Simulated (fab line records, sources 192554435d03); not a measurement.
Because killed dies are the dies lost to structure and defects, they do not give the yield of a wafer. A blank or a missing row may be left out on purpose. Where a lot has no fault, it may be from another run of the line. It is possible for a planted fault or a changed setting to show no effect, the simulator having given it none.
The tool behind it: which one? / flow n5 finfet / 13 lots with 37 wafers sampled at 4 steps, on a route of 1938 steps

## WHAT THE GAUGES SHOWED, per wafer
N5_BEOL_M8_RS_MEAS_57: measurement is done with a four-point probe. Usual: M8_RS 0.284 ohm/sq, standard deviation 0.011.
lot=L180; measured=day 10 17:38; on=film metro-01; M8_RS (ohm/sq)=0.280 0.276 0.284; flag=
lot=L179; measured=day 11 05:11; on=film metro-01; M8_RS (ohm/sq)=0.278 0.297; flag=
lot=L181; measured=day 11 06:43; on=film metro-02; M8_RS (ohm/sq)=0.271 0.263 0.288; flag=
lot=L186; measured=day 12 10:28; on=film metro-02; M8_RS (ohm/sq)=0.288 0.291 0.280; flag=
lot=L185; measured=day 12 17:06; on=film metro-01; M8_RS (ohm/sq)=0.288 0.303 0.282; flag=
lot=L187; measured=day 13 21:36; on=film metro-02; M8_RS (ohm/sq)=0.307 0.288 0.289; flag=
lot=L190; measured=day 13 21:55; on=film metro-01; M8_RS (ohm/sq)=0.267 0.281 0.287; flag=
lot=L193; measured=day 14 18:44; on=film metro-02; M8_RS (ohm/sq)=0.280 0.271; flag=
lot=L195; measured=day 15 01:59; on=film metro-01; M8_RS (ohm/sq)=0.285 0.287 0.289; flag=
lot=L194; measured=day 15 02:07; on=film metro-01; M8_RS (ohm/sq)=0.274 0.273 0.274; flag=
lot=L198; measured=day 15 14:16; on=film metro-01; M8_RS (ohm/sq)=0.272 0.264 0.273; flag=
lot=L197; measured=day 15 15:37; on=film metro-02; M8_RS (ohm/sq)=0.278 0.283 0.276; flag=
lot=L199; measured=day 16 08:01; on=film metro-01; M8_RS (ohm/sq)=0.290 0.279 0.302; flag=

N5_BEOL_M9_INSPECT_13: inspects for defects (brightfield). Usual: raw defect count at 413, with a standard deviation of 89.
lot=L180; measured=day 10 19:30; on=defect inspect-02; raw defect count=344 425 382; flag=
lot=L179; measured=day 11 06:56; on=defect inspect-02; raw defect count=283 416; flag=
lot=L181; measured=day 11 08:53; on=defect inspect-01; raw defect count=328 260 379; flag=
lot=L186; measured=day 12 14:42; on=defect inspect-02; raw defect count=422 315 324; flag=
lot=L185; measured=day 12 20:22; on=defect inspect-02; raw defect count=484 332 489; flag=
lot=L187; measured=day 14 01:37; on=defect inspect-02; raw defect count=464 342 461; flag=
lot=L190; measured=day 14 01:46; on=defect inspect-02; raw defect count=441 364 429; flag=
lot=L193; measured=day 14 20:40; on=defect inspect-02; raw defect count=394 518; flag=
lot=L195; measured=day 15 03:34; on=defect inspect-02; raw defect count=358 430 446; flag=
lot=L194; measured=day 15 04:30; on=defect inspect-02; raw defect count=522 629 478; flag=
lot=L198; measured=day 15 17:11; on=defect inspect-02; raw defect count=466 461 390; flag=
lot=L197; measured=day 15 17:50; on=defect inspect-02; raw defect count=448 446 466; flag=
lot=L199; measured=day 16 10:59; on=defect inspect-02; raw defect count=444 510 700; flag=

## EACH LOT AND THE TOOL THAT RAN IT (in order: tool; ch and the chambers of the sampled wafers; start)
lot=L180; N5_BEOL_M8_DEP_56=pecvd-04 ch 0,2, day 10 17:34; N5_BEOL_M9_COAT_05=litho track-05 ch 0, day 10 19:05
lot=L179; N5_BEOL_M8_DEP_56=pecvd-04 ch 0,2, day 11 05:08; N5_BEOL_M9_COAT_05=litho track-04 ch 0, day 11 06:31
lot=L181; N5_BEOL_M8_DEP_56=pecvd-03 ch 0,1,2, day 11 06:38; N5_BEOL_M9_COAT_05=litho track-02 ch 0, day 11 08:28
lot=L186; N5_BEOL_M8_DEP_56=pecvd-03 ch 0,2, day 12 10:23; N5_BEOL_M9_COAT_05=litho track-05 ch 0, day 12 14:25
lot=L185; N5_BEOL_M8_DEP_56=pecvd-03 ch 1,2, day 12 17:02; N5_BEOL_M9_COAT_05=litho track-04 ch 0, day 12 20:05
lot=L187; N5_BEOL_M8_DEP_56=pecvd-02 ch 0,1,2, day 13 21:32; N5_BEOL_M9_COAT_05=litho track-04 ch 0, day 14 01:10
lot=L190; N5_BEOL_M8_DEP_56=pecvd-03 ch 0,2, day 13 21:51; N5_BEOL_M9_COAT_05=litho track-02 ch 0, day 14 01:20
lot=L193; N5_BEOL_M8_DEP_56=pecvd-04 ch 1,2, day 14 18:40; N5_BEOL_M9_COAT_05=litho track-05 ch 0, day 14 20:15
lot=L195; N5_BEOL_M8_DEP_56=pecvd-04 ch 0,1, day 15 01:55; N5_BEOL_M9_COAT_05=litho track-05 ch 0, day 15 03:16
lot=L194; N5_BEOL_M8_DEP_56=pecvd-02 ch 0,1, day 15 02:03; N5_BEOL_M9_COAT_05=litho track-05 ch 0, day 15 04:01
lot=L198; N5_BEOL_M8_DEP_56=pecvd-02 ch 1,2, day 15 14:12; N5_BEOL_M9_COAT_05=litho track-04 ch 0, day 15 16:46
lot=L197; N5_BEOL_M8_DEP_56=pecvd-04 ch 1, day 15 15:32; N5_BEOL_M9_COAT_05=litho track-04 ch 0, day 15 17:25
lot=L199; N5_BEOL_M8_DEP_56=pecvd-04 ch 1,2, day 16 07:56; N5_BEOL_M9_COAT_05=litho track-04 ch 0, day 16 10:33
- N5_BEOL_M8_DEP_56: deposits SiCN from 3MS/NH3, target thk 10 nm, time 17.5 s.
- N5_BEOL_M9_COAT_05: resist thk 90 nm.

## AS READ BY THE TOOLS THEMSELVES (means over the sampled wafers that have a number; for cases with no such wafer, the mark the record gives instead)
N5_BEOL_M8_DEP_56. Usual: showerhead plenum p Torr 3.659 Torr, standard deviation 0.012; throttle valve pct 9.1 %, standard deviation 0.47.
lot=L180; tool=pecvd-04; showerhead plenum p Torr (Torr)=3.667; throttle valve pct (%)=8.8; flag=
lot=L179; tool=pecvd-04; showerhead plenum p Torr (Torr)=3.663; throttle valve pct (%)=8.7; flag=
lot=L181; tool=pecvd-03; showerhead plenum p Torr (Torr)=3.656; throttle valve pct (%)=9.3; flag=
lot=L186; tool=pecvd-03; showerhead plenum p Torr (Torr)=3.657; throttle valve pct (%)=8.9; flag=
lot=L185; tool=pecvd-03; showerhead plenum p Torr (Torr)=3.653; throttle valve pct (%)=9.2; flag=
lot=L187; tool=pecvd-02; showerhead plenum p Torr (Torr)=3.659; throttle valve pct (%)=8.7; flag=
lot=L190; tool=pecvd-03; showerhead plenum p Torr (Torr)=3.664; throttle valve pct (%)=9.3; flag=
lot=L193; tool=pecvd-04; showerhead plenum p Torr (Torr)=3.675; throttle valve pct (%)=9.2; flag=
lot=L195; tool=pecvd-04; showerhead plenum p Torr (Torr)=3.645; throttle valve pct (%)=9.0; flag=
lot=L194; tool=pecvd-02; showerhead plenum p Torr (Torr)=3.653; throttle valve pct (%)=8.7; flag=
lot=L198; tool=pecvd-02; showerhead plenum p Torr (Torr)=3.661; throttle valve pct (%)=8.7; flag=
lot=L197; tool=pecvd-04; showerhead plenum p Torr (Torr)=3.655; throttle valve pct (%)=9.5; flag=
lot=L199; tool=pecvd-04; showerhead plenum p Torr (Torr)=3.665; throttle valve pct (%)=9.4; flag=

N5_BEOL_M9_COAT_05. Usual: spin speed rpm at 1500.2 rpm, with a standard deviation of 1.
lot=L180; tool=litho track-05; spin speed rpm (rpm)=1500.4; flag=
lot=L179; tool=litho track-04; spin speed rpm (rpm)=1500.1; flag=
lot=L181; tool=litho track-02; spin speed rpm (rpm)=1500.4; flag=
lot=L186; tool=litho track-05; spin speed rpm (rpm)=1500.3; flag=
lot=L185; tool=litho track-04; spin speed rpm (rpm)=1500.1; flag=
lot=L187; tool=litho track-04; spin speed rpm (rpm)=1501.5; flag=
lot=L190; tool=litho track-02; spin speed rpm (rpm)=1500.9; flag=
lot=L193; tool=litho track-05; spin speed rpm (rpm)=1570.2; flag=OFF
lot=L195; tool=litho track-05; spin speed rpm (rpm)=1571.9; flag=OFF
lot=L194; tool=litho track-05; spin speed rpm (rpm)=1570.1; flag=OFF
lot=L198; tool=litho track-04; spin speed rpm (rpm)=1500.0; flag=
lot=L197; tool=litho track-04; spin speed rpm (rpm)=1500.7; flag=
lot=L199; tool=litho track-04; spin speed rpm (rpm)=1499.3; flag=

## THE ANSWER, worked out from the rows above alone
Rule: take the mean of a lot's wafers that have a number; if it is more than 3 standard deviations from the usual mean, the lot is off. Also off: a lot with no number at a reading for which 4 or more lots have one. Any other lot the step has rows for is counted as sound. Order of review: gauges by route order, followed by the tools' own readings, for which a lot's mean as printed above is used. At the first step where some lot is off, the reading lying furthest off is the one used; lots without a number count as furthest.
Off: L193, L195, L194 (N5_BEOL_M9_COAT_05, spin speed rpm).
If a tool, at that step or one of the process steps before it, ran each lot that is off and ran no sound lot following the first of them, it fits. One candidate fits, namely litho track-05 at N5_BEOL_M9_COAT_05. A fault onset in the window from L186 (day 12 14:25, its last sound lot) to L193 (day 14 20:15, its first lot off) fits.
On the lots that are off, the tool's own readings at N5_BEOL_M9_COAT_05 differ by more than 5 times the standard deviation of the sound lots' means, which bears it out; spin speed rpm reads 1570.7 rpm there versus 1500.4 rpm on the sound lots.

## WHAT WAS PUT IN BY THE SIMULATOR
Process parameter drift: litho track-05, from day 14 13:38 on, at N5_BEOL_M9_COAT_05. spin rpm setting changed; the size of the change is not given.
Lots struck among those shown: L193, L195, L194. The rule above reached the same finding.
